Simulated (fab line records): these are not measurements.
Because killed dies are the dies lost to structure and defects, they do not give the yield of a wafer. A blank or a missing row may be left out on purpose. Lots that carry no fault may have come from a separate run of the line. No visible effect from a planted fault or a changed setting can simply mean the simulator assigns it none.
Which tool is to blame? || flow n5 finfet || 24 lots with 72 wafers sampled at 5 steps, on a route of 1938 steps

== WHAT THE GAUGES SHOWED, per wafer ==
N5_BEOL_M4_CD_MEAS_11 targets a cd of 16.79 nm.
{"lot": "L074", "measured": "day 7 11:47", "on": "cd sem-03", "cd nm (nm)": "17.12 17.05 16.66"}
{"lot": "L075", "measured": "day 7 16:34", "on": "cd sem-01", "cd nm (nm)": "17.24 16.76 17.04"}
{"lot": "L076", "measured": "day 7 16:46", "on": "cd sem-03", "cd nm (nm)": "16.70 17.10 17.09"}
{"lot": "L077", "measured": "day 8 07:07", "on": "cd sem-01", "cd nm (nm)": "16.74 17.01 17.23"}
{"lot": "L078", "measured": "day 8 07:10", "on": "cd sem-03", "cd nm (nm)": "16.88 17.16 17.01"}
{"lot": "L079", "measured": "day 8 12:54", "on": "cd sem-03", "cd nm (nm)": "17.05 16.94 16.71"}
{"lot": "L080", "measured": "day 8 22:56", "on": "cd sem-01", "cd nm (nm)": "17.32 16.94 17.02"}
{"lot": "L083", "measured": "day 9 19:25", "on": "cd sem-03", "cd nm (nm)": "16.59 16.80 17.44"}
{"lot": "L081", "measured": "day 9 21:34", "on": "cd sem-02", "cd nm (nm)": "16.87 17.12 16.91"}
{"lot": "L082", "measured": "day 9 22:55", "on": "cd sem-02", "cd nm (nm)": "16.70 17.11 16.51"}
{"lot": "L085", "measured": "day 10 04:49", "on": "cd sem-02", "cd nm (nm)": "16.90 16.99 17.07"}
{"lot": "L084", "measured": "day 10 09:20", "on": "cd sem-03", "cd nm (nm)": "17.29 16.43 17.01"}
{"lot": "L086", "measured": "day 10 13:29", "on": "cd sem-02", "cd nm (nm)": "17.25 16.75 16.98"}
{"lot": "L087", "measured": "day 10 22:46", "on": "cd sem-01", "cd nm (nm)": "17.35 16.94 17.11"}
{"lot": "L089", "measured": "day 11 20:53", "on": "cd sem-03", "cd nm (nm)": "16.96 16.78 17.00"}
{"lot": "L090", "measured": "day 12 11:35", "on": "cd sem-01", "cd nm (nm)": "16.93 16.70 17.19"}
{"lot": "L088", "measured": "day 12 16:07", "on": "cd sem-03", "cd nm (nm)": "16.99 17.05 16.82"}
{"lot": "L091", "measured": "day 12 20:41", "on": "cd sem-02", "cd nm (nm)": "16.65 16.62 17.08"}
{"lot": "L094", "measured": "day 12 23:47", "on": "cd sem-03", "cd nm (nm)": "16.98 17.13 16.87"}
{"lot": "L093", "measured": "day 13 00:30", "on": "cd sem-02", "cd nm (nm)": "16.98 17.11 17.04"}
{"lot": "L096", "measured": "day 13 03:10", "on": "cd sem-01", "cd nm (nm)": "16.45 16.41 16.81"}
{"lot": "L092", "measured": "day 13 05:08", "on": "cd sem-02", "cd nm (nm)": "16.64 17.12 17.10"}
{"lot": "L095", "measured": "day 13 12:14", "on": "cd sem-02", "cd nm (nm)": "17.06 17.13 16.92"}
{"lot": "L097", "measured": "day 14 01:34", "on": "cd sem-02", "cd nm (nm)": "16.45 17.20 17.04"}

== EACH LOT AND THE TOOL THAT RAN IT (in order: tool; ch and the chambers of the sampled wafers; start) ==
{"lot": "L074", "N5_BEOL_M3_ALD_84": "ald metal-01 ch 1,2,3, day 7 06:38", "N5_BEOL_M3_SPUTTER_86": "pvd sputter-01, day 7 07:57", "N5_BEOL_M3_SPUTTER_88": "pvd sputter-01, day 7 08:10", "N5_BEOL_M4_ILD_DEP_00": "pecvd-02 ch 0,2, day 7 10:10"}
{"lot": "L075", "N5_BEOL_M3_ALD_84": "ald metal-01 ch 0,1, day 7 11:50", "N5_BEOL_M3_SPUTTER_86": "pvd sputter-02, day 7 12:59", "N5_BEOL_M3_SPUTTER_88": "pvd sputter-02, day 7 13:12", "N5_BEOL_M4_ILD_DEP_00": "pecvd-01 ch 0,1,2, day 7 15:11"}
{"lot": "L076", "N5_BEOL_M3_ALD_84": "ald metal-03 ch 1,3, day 7 11:55", "N5_BEOL_M3_SPUTTER_86": "pvd sputter-01, day 7 13:12", "N5_BEOL_M3_SPUTTER_88": "pvd sputter-01, day 7 13:25", "N5_BEOL_M4_ILD_DEP_00": "pecvd-02 ch 0,1,2, day 7 15:25"}
{"lot": "L077", "N5_BEOL_M3_ALD_84": "ald metal-02 ch 0,2, day 8 00:08", "N5_BEOL_M3_SPUTTER_86": "pvd sputter-02, day 8 01:17", "N5_BEOL_M3_SPUTTER_88": "pvd sputter-02, day 8 01:30", "N5_BEOL_M4_ILD_DEP_00": "pecvd-01 ch 0,1, day 8 04:16"}
{"lot": "L078", "N5_BEOL_M3_ALD_84": "ald metal-01 ch 1,2, day 8 00:10", "N5_BEOL_M3_SPUTTER_86": "pvd sputter-01, day 8 01:34", "N5_BEOL_M3_SPUTTER_88": "pvd sputter-01, day 8 01:47", "N5_BEOL_M4_ILD_DEP_00": "pecvd-04 ch 1,2, day 8 04:24"}
{"lot": "L079", "N5_BEOL_M3_ALD_84": "ald metal-01 ch 0,1,3, day 8 08:16", "N5_BEOL_M3_SPUTTER_86": "pvd sputter-03, day 8 09:31", "N5_BEOL_M3_SPUTTER_88": "pvd sputter-03, day 8 09:44", "N5_BEOL_M4_ILD_DEP_00": "pecvd-01 ch 1,2, day 8 11:59"}
{"lot": "L080", "N5_BEOL_M3_ALD_84": "ald metal-02 ch 1,2, day 8 17:32", "N5_BEOL_M3_SPUTTER_86": "pvd sputter-03, day 8 18:47", "N5_BEOL_M3_SPUTTER_88": "pvd sputter-03, day 8 19:00", "N5_BEOL_M4_ILD_DEP_00": "pecvd-01 ch 0,1, day 8 21:07"}
{"lot": "L083", "N5_BEOL_M3_ALD_84": "ald metal-02 ch 0,1,2, day 9 13:46", "N5_BEOL_M3_SPUTTER_86": "pvd sputter-03, day 9 14:53", "N5_BEOL_M3_SPUTTER_88": "pvd sputter-03, day 9 15:06", "N5_BEOL_M4_ILD_DEP_00": "pecvd-04 ch 1,2, day 9 17:22"}
{"lot": "L081", "N5_BEOL_M3_ALD_84": "ald metal-03 ch 0,3, day 9 13:49", "N5_BEOL_M3_SPUTTER_86": "pvd sputter-01, day 9 15:03", "N5_BEOL_M3_SPUTTER_88": "pvd sputter-01, day 9 15:16", "N5_BEOL_M4_ILD_DEP_00": "pecvd-02 ch 1,2, day 9 17:28"}
{"lot": "L082", "N5_BEOL_M3_ALD_84": "ald metal-02 ch 0,2, day 9 17:04", "N5_BEOL_M3_SPUTTER_86": "pvd sputter-03, day 9 19:59", "N5_BEOL_M3_SPUTTER_88": "pvd sputter-03, day 9 20:12", "N5_BEOL_M4_ILD_DEP_00": "pecvd-01 ch 0,1, day 9 22:11"}
{"lot": "L085", "N5_BEOL_M3_ALD_84": "ald metal-01 ch 0,1, day 10 00:45", "N5_BEOL_M3_SPUTTER_86": "pvd sputter-02, day 10 02:01", "N5_BEOL_M3_SPUTTER_88": "pvd sputter-02, day 10 02:14", "N5_BEOL_M4_ILD_DEP_00": "pecvd-04 ch 0,1, day 10 04:14"}
{"lot": "L084", "N5_BEOL_M3_ALD_84": "ald metal-03 ch 0,1, day 10 04:17", "N5_BEOL_M3_SPUTTER_86": "pvd sputter-03, day 10 05:44", "N5_BEOL_M3_SPUTTER_88": "pvd sputter-03, day 10 05:57", "N5_BEOL_M4_ILD_DEP_00": "pecvd-02 ch 0,2, day 10 07:58"}
{"lot": "L086", "N5_BEOL_M3_ALD_84": "ald metal-03 ch 0,1,3, day 10 09:31", "N5_BEOL_M3_SPUTTER_86": "pvd sputter-02, day 10 10:38", "N5_BEOL_M3_SPUTTER_88": "pvd sputter-02, day 10 10:51", "N5_BEOL_M4_ILD_DEP_00": "pecvd-02 ch 0,1, day 10 12:56"}
{"lot": "L087", "N5_BEOL_M3_ALD_84": "ald metal-03 ch 0,2,3, day 10 18:22", "N5_BEOL_M3_SPUTTER_86": "pvd sputter-03, day 10 19:31", "N5_BEOL_M3_SPUTTER_88": "pvd sputter-03, day 10 19:44", "N5_BEOL_M4_ILD_DEP_00": "pecvd-01 ch 0,1,2, day 10 21:43"}
{"lot": "L089", "N5_BEOL_M3_ALD_84": "ald metal-01 ch 0,1,3, day 11 15:01", "N5_BEOL_M3_SPUTTER_86": "pvd sputter-02, day 11 16:19", "N5_BEOL_M3_SPUTTER_88": "pvd sputter-02, day 11 16:32", "N5_BEOL_M4_ILD_DEP_00": "pecvd-02 ch 0,1,2, day 11 18:51"}
{"lot": "L090", "N5_BEOL_M3_ALD_84": "ald metal-01 ch 2,3, day 12 06:47", "N5_BEOL_M3_SPUTTER_86": "pvd sputter-01, day 12 07:58", "N5_BEOL_M3_SPUTTER_88": "pvd sputter-01, day 12 08:11", "N5_BEOL_M4_ILD_DEP_00": "pecvd-01 ch 0,2, day 12 10:11"}
{"lot": "L088", "N5_BEOL_M3_ALD_84": "ald metal-01 ch 0,2,3, day 12 11:16", "N5_BEOL_M3_SPUTTER_86": "pvd sputter-02, day 12 12:44", "N5_BEOL_M3_SPUTTER_88": "pvd sputter-02, day 12 12:58", "N5_BEOL_M4_ILD_DEP_00": "pecvd-01 ch 0,2, day 12 14:57"}
{"lot": "L091", "N5_BEOL_M3_ALD_84": "ald metal-03 ch 0,2,3, day 12 15:17", "N5_BEOL_M3_SPUTTER_86": "pvd sputter-03, day 12 16:30", "N5_BEOL_M3_SPUTTER_88": "pvd sputter-03, day 12 16:43", "N5_BEOL_M4_ILD_DEP_00": "pecvd-04 ch 1,2, day 12 18:44"}
{"lot": "L094", "N5_BEOL_M3_ALD_84": "ald metal-01 ch 0,1,2, day 12 15:55", "N5_BEOL_M3_SPUTTER_86": "pvd sputter-03, day 12 18:20", "N5_BEOL_M3_SPUTTER_88": "pvd sputter-03, day 12 18:34", "N5_BEOL_M4_ILD_DEP_00": "pecvd-04 ch 1,2, day 12 20:44"}
{"lot": "L093", "N5_BEOL_M3_ALD_84": "ald metal-02 ch 0,2,3, day 12 20:28", "N5_BEOL_M3_SPUTTER_86": "pvd sputter-01, day 12 21:42", "N5_BEOL_M3_SPUTTER_88": "pvd sputter-01, day 12 21:55", "N5_BEOL_M4_ILD_DEP_00": "pecvd-02 ch 0,1,2, day 12 23:55"}
{"lot": "L096", "N5_BEOL_M3_ALD_84": "ald metal-01 ch 0,1,3, day 12 20:43", "N5_BEOL_M3_SPUTTER_86": "pvd sputter-03, day 12 22:20", "N5_BEOL_M3_SPUTTER_88": "pvd sputter-03, day 12 22:34", "N5_BEOL_M4_ILD_DEP_00": "pecvd-01 ch 0,1,2, day 13 01:35"}
{"lot": "L092", "N5_BEOL_M3_ALD_84": "ald metal-03 ch 1,2,3, day 12 23:40", "N5_BEOL_M3_SPUTTER_86": "pvd sputter-02, day 13 01:03", "N5_BEOL_M3_SPUTTER_88": "pvd sputter-02, day 13 01:17", "N5_BEOL_M4_ILD_DEP_00": "pecvd-04 ch 0,2, day 13 03:27"}
{"lot": "L095", "N5_BEOL_M3_ALD_84": "ald metal-02 ch 0,1,2, day 13 07:39", "N5_BEOL_M3_SPUTTER_86": "pvd sputter-02, day 13 09:01", "N5_BEOL_M3_SPUTTER_88": "pvd sputter-02, day 13 09:15", "N5_BEOL_M4_ILD_DEP_00": "pecvd-04 ch 1,2, day 13 11:20"}
{"lot": "L097", "N5_BEOL_M3_ALD_84": "ald metal-01 ch 0,1,3, day 13 20:17", "N5_BEOL_M3_SPUTTER_86": "pvd sputter-02, day 13 21:29", "N5_BEOL_M3_SPUTTER_88": "pvd sputter-02, day 13 21:43", "N5_BEOL_M4_ILD_DEP_00": "pecvd-04 ch 0,1, day 13 23:42"}
- N5_BEOL_M3_ALD_84: deposits TaN, pulse time 2 s, purge time 3 s, co reactant purge time 2 s.
- N5_BEOL_M3_SPUTTER_86: material Cu, target thk 4.5 nm, time 8.29 s.
- N5_BEOL_M3_SPUTTER_88: material Cu, target thk 4.5 nm, time 8.29 s.
- N5_BEOL_M4_ILD_DEP_00: deposits SiOC from DEMS/O2, target thk 79 nm, time 15.3 s.

== AS READ BY THE TOOLS THEMSELVES (means over the sampled wafers that have a number; for cases with no such wafer, the mark the record gives instead) ==
N5_BEOL_M3_ALD_84.
{"lot": "L074", "tool": "ald metal-01", "heater power w (W)": 388}
{"lot": "L075", "tool": "ald metal-01", "heater power w (W)": 422}
{"lot": "L076", "tool": "ald metal-03", "heater power w (W)": 359}
{"lot": "L077", "tool": "ald metal-02", "heater power w (W)": 435}
{"lot": "L078", "tool": "ald metal-01", "heater power w (W)": 418}
{"lot": "L079", "tool": "ald metal-01", "heater power w (W)": 396}
{"lot": "L080", "tool": "ald metal-02", "heater power w (W)": 470}
{"lot": "L083", "tool": "ald metal-02", "heater power w (W)": 445}
{"lot": "L081", "tool": "ald metal-03", "heater power w (W)": 395}
{"lot": "L082", "tool": "ald metal-02", "heater power w (W)": 436}
{"lot": "L085", "tool": "ald metal-01", "heater power w (W)": 417}
{"lot": "L084", "tool": "ald metal-03", "heater power w (W)": 409}
{"lot": "L086", "tool": "ald metal-03", "heater power w (W)": 386}
{"lot": "L087", "tool": "ald metal-03", "heater power w (W)": 432}
{"lot": "L089", "tool": "ald metal-01", "heater power w (W)": 400}
{"lot": "L090", "tool": "ald metal-01", "heater power w (W)": 400}
{"lot": "L088", "tool": "ald metal-01", "heater power w (W)": 398}
{"lot": "L091", "tool": "ald metal-03", "heater power w (W)": 427}
{"lot": "L094", "tool": "ald metal-01", "heater power w (W)": 423}
{"lot": "L093", "tool": "ald metal-02", "heater power w (W)": 405}
{"lot": "L096", "tool": "ald metal-01", "heater power w (W)": 394}
{"lot": "L092", "tool": "ald metal-03", "heater power w (W)": 409}
{"lot": "L095", "tool": "ald metal-02", "heater power w (W)": 445}
{"lot": "L097", "tool": "ald metal-01", "heater power w (W)": 394}

N5_BEOL_M3_SPUTTER_86.
{"lot": "L074", "tool": "pvd sputter-01", "throttle valve pct (%)": 30.9}
{"lot": "L075", "tool": "pvd sputter-02", "throttle valve pct (%)": 28.8}
{"lot": "L076", "tool": "pvd sputter-01", "throttle valve pct (%)": 30.5}
{"lot": "L077", "tool": "pvd sputter-02", "throttle valve pct (%)": 30.0}
{"lot": "L078", "tool": "pvd sputter-01", "throttle valve pct (%)": 30.4}
{"lot": "L079", "tool": "pvd sputter-03", "throttle valve pct (%)": 30.0}
{"lot": "L080", "tool": "pvd sputter-03", "throttle valve pct (%)": 29.5}
{"lot": "L083", "tool": "pvd sputter-03", "throttle valve pct (%)": 29.3}
{"lot": "L081", "tool": "pvd sputter-01", "throttle valve pct (%)": 30.1}
{"lot": "L082", "tool": "pvd sputter-03", "throttle valve pct (%)": 30.4}
{"lot": "L085", "tool": "pvd sputter-02", "throttle valve pct (%)": 30.6}
{"lot": "L084", "tool": "pvd sputter-03", "throttle valve pct (%)": 29.5}
{"lot": "L086", "tool": "pvd sputter-02", "throttle valve pct (%)": 30.0}
{"lot": "L087", "tool": "pvd sputter-03", "throttle valve pct (%)": 29.6}
{"lot": "L089", "tool": "pvd sputter-02", "throttle valve pct (%)": 31.3}
{"lot": "L090", "tool": "pvd sputter-01", "throttle valve pct (%)": 30.4}
{"lot": "L088", "tool": "pvd sputter-02", "throttle valve pct (%)": 29.9}
{"lot": "L091", "tool": "pvd sputter-03", "throttle valve pct (%)": 29.7}
{"lot": "L094", "tool": "pvd sputter-03", "throttle valve pct (%)": 30.0}
{"lot": "L093", "tool": "pvd sputter-01", "throttle valve pct (%)": 31.1}
{"lot": "L096", "tool": "pvd sputter-03", "throttle valve pct (%)": 29.6}
{"lot": "L092", "tool": "pvd sputter-02", "throttle valve pct (%)": 29.4}
{"lot": "L095", "tool": "pvd sputter-02", "throttle valve pct (%)": 30.1}
{"lot": "L097", "tool": "pvd sputter-02", "throttle valve pct (%)": 30.1}

N5_BEOL_M3_SPUTTER_88.
{"lot": "L074", "tool": "pvd sputter-01", "throttle valve pct (%)": 30.7}
{"lot": "L075", "tool": "pvd sputter-02", "throttle valve pct (%)": 28.9}
{"lot": "L076", "tool": "pvd sputter-01", "throttle valve pct (%)": 30.6}
{"lot": "L077", "tool": "pvd sputter-02", "throttle valve pct (%)": 30.0}
{"lot": "L078", "tool": "pvd sputter-01", "throttle valve pct (%)": 30.4}
{"lot": "L079", "tool": "pvd sputter-03", "throttle valve pct (%)": 30.1}
{"lot": "L080", "tool": "pvd sputter-03", "throttle valve pct (%)": 29.5}
{"lot": "L083", "tool": "pvd sputter-03", "throttle valve pct (%)": 29.1}
{"lot": "L081", "tool": "pvd sputter-01", "throttle valve pct (%)": 29.9}
{"lot": "L082", "tool": "pvd sputter-03", "throttle valve pct (%)": 30.5}
{"lot": "L085", "tool": "pvd sputter-02", "throttle valve pct (%)": 30.6}
{"lot": "L084", "tool": "pvd sputter-03", "throttle valve pct (%)": 29.6}
{"lot": "L086", "tool": "pvd sputter-02", "throttle valve pct (%)": 29.9}
{"lot": "L087", "tool": "pvd sputter-03", "throttle valve pct (%)": 29.7}
{"lot": "L089", "tool": "pvd sputter-02", "throttle valve pct (%)": 31.1}
{"lot": "L090", "tool": "pvd sputter-01", "throttle valve pct (%)": 30.6}
{"lot": "L088", "tool": "pvd sputter-02", "throttle valve pct (%)": 30.1}
{"lot": "L091", "tool": "pvd sputter-03", "throttle valve pct (%)": 29.7}
{"lot": "L094", "tool": "pvd sputter-03", "throttle valve pct (%)": 30.1}
{"lot": "L093", "tool": "pvd sputter-01", "throttle valve pct (%)": 31.1}
{"lot": "L096", "tool": "pvd sputter-03", "throttle valve pct (%)": 29.6}
{"lot": "L092", "tool": "pvd sputter-02", "throttle valve pct (%)": 29.3}
{"lot": "L095", "tool": "pvd sputter-02", "throttle valve pct (%)": 30.0}
{"lot": "L097", "tool": "pvd sputter-02", "throttle valve pct (%)": 29.9}

N5_BEOL_M4_ILD_DEP_00.
{"lot": "L074", "tool": "pecvd-02", "heater power w (W)": 506, "showerhead plenum p Torr (Torr)": 5.682, "throttle valve pct (%)": 11.6}
{"lot": "L075", "tool": "pecvd-01", "heater power w (W)": 500, "showerhead plenum p Torr (Torr)": 5.703, "throttle valve pct (%)": 11.9}
{"lot": "L076", "tool": "pecvd-02", "heater power w (W)": 505, "showerhead plenum p Torr (Torr)": 5.686, "throttle valve pct (%)": 11.8}
{"lot": "L077", "tool": "pecvd-01", "heater power w (W)": 432, "showerhead plenum p Torr (Torr)": 5.688, "throttle valve pct (%)": 11.6}
{"lot": "L078", "tool": "pecvd-04", "heater power w (W)": 459, "showerhead plenum p Torr (Torr)": 5.705, "throttle valve pct (%)": 11.2}
{"lot": "L079", "tool": "pecvd-01", "heater power w (W)": 505, "showerhead plenum p Torr (Torr)": 5.699, "throttle valve pct (%)": 12.3}
{"lot": "L080", "tool": "pecvd-01", "heater power w (W)": 464, "showerhead plenum p Torr (Torr)": 5.699, "throttle valve pct (%)": 11.7}
{"lot": "L083", "tool": "pecvd-04", "heater power w (W)": 444, "showerhead plenum p Torr (Torr)": 5.703, "throttle valve pct (%)": 11.5}
{"lot": "L081", "tool": "pecvd-02", "heater power w (W)": 566, "showerhead plenum p Torr (Torr)": 5.684, "throttle valve pct (%)": 11.7}
{"lot": "L082", "tool": "pecvd-01", "heater power w (W)": 509, "showerhead plenum p Torr (Torr)": 5.697, "throttle valve pct (%)": 11.7}
{"lot": "L085", "tool": "pecvd-04", "heater power w (W)": 407, "showerhead plenum p Torr (Torr)": 5.710, "throttle valve pct (%)": 11.5}
{"lot": "L084", "tool": "pecvd-02", "heater power w (W)": 431, "showerhead plenum p Torr (Torr)": 5.680, "throttle valve pct (%)": 11.3}
{"lot": "L086", "tool": "pecvd-02", "heater power w (W)": 454, "showerhead plenum p Torr (Torr)": 5.691, "throttle valve pct (%)": 11.3}
{"lot": "L087", "tool": "pecvd-01", "heater power w (W)": 464, "showerhead plenum p Torr (Torr)": 5.691, "throttle valve pct (%)": 11.5}
{"lot": "L089", "tool": "pecvd-02", "heater power w (W)": 496, "showerhead plenum p Torr (Torr)": 5.692, "throttle valve pct (%)": 11.7}
{"lot": "L090", "tool": "pecvd-01", "heater power w (W)": 511, "showerhead plenum p Torr (Torr)": 5.707, "throttle valve pct (%)": 11.1}
{"lot": "L088", "tool": "pecvd-01", "heater power w (W)": 521, "showerhead plenum p Torr (Torr)": 5.705, "throttle valve pct (%)": 11.1}
{"lot": "L091", "tool": "pecvd-04", "heater power w (W)": 437, "showerhead plenum p Torr (Torr)": 5.700, "throttle valve pct (%)": 11.3}
{"lot": "L094", "tool": "pecvd-04", "heater power w (W)": 427, "showerhead plenum p Torr (Torr)": 5.692, "throttle valve pct (%)": 11.4}
{"lot": "L093", "tool": "pecvd-02", "heater power w (W)": 512, "showerhead plenum p Torr (Torr)": 5.683, "throttle valve pct (%)": 11.7}
{"lot": "L096", "tool": "pecvd-01", "heater power w (W)": 450, "showerhead plenum p Torr (Torr)": 5.697, "throttle valve pct (%)": 11.4}
{"lot": "L092", "tool": "pecvd-04", "heater power w (W)": 447, "showerhead plenum p Torr (Torr)": 5.706, "throttle valve pct (%)": 11.9}
{"lot": "L095", "tool": "pecvd-04", "heater power w (W)": 455, "showerhead plenum p Torr (Torr)": 5.696, "throttle valve pct (%)": 11.3}
{"lot": "L097", "tool": "pecvd-04", "heater power w (W)": 369, "showerhead plenum p Torr (Torr)": 5.720, "throttle valve pct (%)": 11.7}

== THE ANSWER, worked out from the rows above alone ==
Rule: usual is defined by the lots themselves. The widest of any qualifying gaps counts: lots, ordered by their means at a reading, are off when they make up no more than a third of the lots, leave a main group of 4 or more, and stand apart from it by 3 or more times the standard deviation of that group's means. The tables above print the reading to a certain number of digits; a main group whose means all agree to those digits is not used. Also off: a lot with no number at a reading for which 4 or more lots have one. Any other lot the step has rows for is counted as sound. Order of review: gauges by route order, followed by the tools' own readings, for which a lot's mean as printed above is used. The first step at which some lot is off is used, and at that step the reading that is off furthest; a lot without a number counts as furthest.
None of the lots is off at any reading shown; this tells nothing.

== WHAT WAS PUT IN BY THE SIMULATOR ==
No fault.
